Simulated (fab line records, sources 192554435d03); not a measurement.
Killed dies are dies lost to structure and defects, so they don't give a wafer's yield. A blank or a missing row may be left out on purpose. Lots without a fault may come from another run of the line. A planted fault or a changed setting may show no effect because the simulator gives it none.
Split-lot experiment | flow n5_finfet | 7 lots, 39 wafers read, on a route of 1938 steps

THE SPLIT
At N5_DUMMY_GATE_HM_DEP_06 (deposits SiNx from DCS/NH3, target thk 80 nm, time 5141 s), the setting target_thk_a was moved away from the recipe's 800 angstrom on 36 of the 39 wafers read, by -10.2% to +12.0%. The other wafers ran this setting at the recipe's value.

The reading is taken at the split's own step.

THE READING
SiNx_of_DUMMY_GATE_HM_DEP_06.thk_nm (the simulator's own value, which no gauge read), in nm, at N5_DUMMY_GATE_HM_DEP_06 (deposits SiNx from DCS/NH3, target thk 80 nm, time 5141 s). The file gives no usual value for it. The 3 wafers here that ran the recipe average 79.9 nm, standard deviation 0.19 nm.

wafer  | tool, chamber at the split | target_thk_a as run, angstrom | against the recipe | SiNx_of_DUMMY_GATE_HM_DEP_06.thk_nm, nm | against lot-mates on the recipe
L077.1 | -, -                       | 722.9                         | -9.6%              | 71.8                                    | no lot-mate on the recipe
L077.5 | -, -                       | 722.9                         | -9.6%              | 71.8                                    | no lot-mate on the recipe
L077.2 | -, -                       | 722.9                         | -9.6%              | 72.2                                    | no lot-mate on the recipe
L077.3 | -, -                       | 722.9                         | -9.6%              | 71.2                                    | no lot-mate on the recipe
L077.4 | -, -                       | 722.9                         | -9.6%              | 71.6                                    | no lot-mate on the recipe
L077.6 | -, -                       | 722.9                         | -9.6%              | 72                                      | no lot-mate on the recipe
L081.1 | -, -                       | 718.2                         | -10.2%             | 72.6                                    | no lot-mate on the recipe
L081.3 | -, -                       | 718.2                         | -10.2%             | 72.6                                    | no lot-mate on the recipe
L081.4 | -, -                       | 718.2                         | -10.2%             | 72.6                                    | no lot-mate on the recipe
L081.2 | -, -                       | 718.2                         | -10.2%             | 71.8                                    | no lot-mate on the recipe
L081.5 | -, -                       | 718.2                         | -10.2%             | 72.8                                    | no lot-mate on the recipe
L081.6 | -, -                       | 718.2                         | -10.2%             | 72                                      | no lot-mate on the recipe
L083.1 | -, -                       | 740.7                         | -7.4%              | 74.2                                    | no lot-mate on the recipe
L083.2 | -, -                       | 740.7                         | -7.4%              | 73.6                                    | no lot-mate on the recipe
L083.3 | -, -                       | 740.7                         | -7.4%              | 73.6                                    | no lot-mate on the recipe
L083.4 | -, -                       | 740.7                         | -7.4%              | 73.2                                    | no lot-mate on the recipe
L083.6 | -, -                       | 740.7                         | -7.4%              | 73.2                                    | no lot-mate on the recipe
L083.5 | -, -                       | 740.7                         | -7.4%              | 73                                      | no lot-mate on the recipe
L089.1 | lpcvd-02, 1/65,1/70        | 800                           | recipe             | 79.8                                    | -
L089.2 | lpcvd-02, 1/65,1/70        | 800                           | recipe             | 79.8                                    | -
L089.6 | lpcvd-02, 1/89             | 800                           | recipe             | 80.2                                    | -
L095.1 | -, -                       | 896.3                         | +12.0%             | 89.4                                    | no lot-mate on the recipe
L095.2 | -, -                       | 896.3                         | +12.0%             | 90                                      | no lot-mate on the recipe
L095.3 | -, -                       | 896.3                         | +12.0%             | 90.2                                    | no lot-mate on the recipe
L095.5 | -, -                       | 896.3                         | +12.0%             | 90.2                                    | no lot-mate on the recipe
L095.4 | -, -                       | 896.3                         | +12.0%             | 89.6                                    | no lot-mate on the recipe
L095.6 | -, -                       | 896.3                         | +12.0%             | 89.8                                    | no lot-mate on the recipe
L096.1 | -, -                       | 740.7                         | -7.4%              | 74.8                                    | no lot-mate on the recipe
L096.2 | -, -                       | 740.7                         | -7.4%              | 74                                      | no lot-mate on the recipe
L096.5 | -, -                       | 740.7                         | -7.4%              | 74                                      | no lot-mate on the recipe
L096.6 | -, -                       | 740.7                         | -7.4%              | 74                                      | no lot-mate on the recipe
L096.3 | -, -                       | 740.7                         | -7.4%              | 74.6                                    | no lot-mate on the recipe
L096.4 | -, -                       | 740.7                         | -7.4%              | 74.2                                    | no lot-mate on the recipe
L097.1 | -, -                       | 883.4                         | +10.4%             | 88.4                                    | no lot-mate on the recipe
L097.2 | -, -                       | 883.4                         | +10.4%             | 88.4                                    | no lot-mate on the recipe
L097.3 | -, -                       | 883.4                         | +10.4%             | 89                                      | no lot-mate on the recipe
L097.4 | -, -                       | 883.4                         | +10.4%             | 88.8                                    | no lot-mate on the recipe
L097.5 | -, -                       | 883.4                         | +10.4%             | 87.6                                    | no lot-mate on the recipe
L097.6 | -, -                       | 883.4                         | +10.4%             | 88                                      | no lot-mate on the recipe
Where a row lists several chambers, the file gives one row for several wafers and doesn't say which wafer went through which chamber.

THE FIT
A straight line over all 39 wafers: SiNx_of_DUMMY_GATE_HM_DEP_06.thk_nm changes by +0.809 nm for each +1% of target_thk_a; r = +1.00; the points scatter about the line by 0.55 nm.
Too few moved wafers have a lot-mate on the recipe to fit a line with each lot's own level taken away.

THE FILE'S OWN FIT
SiNx_of_DUMMY_GATE_HM_DEP_06.thk_nm changes by +0.809 nm for each +1% of target_thk_a, r = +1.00.
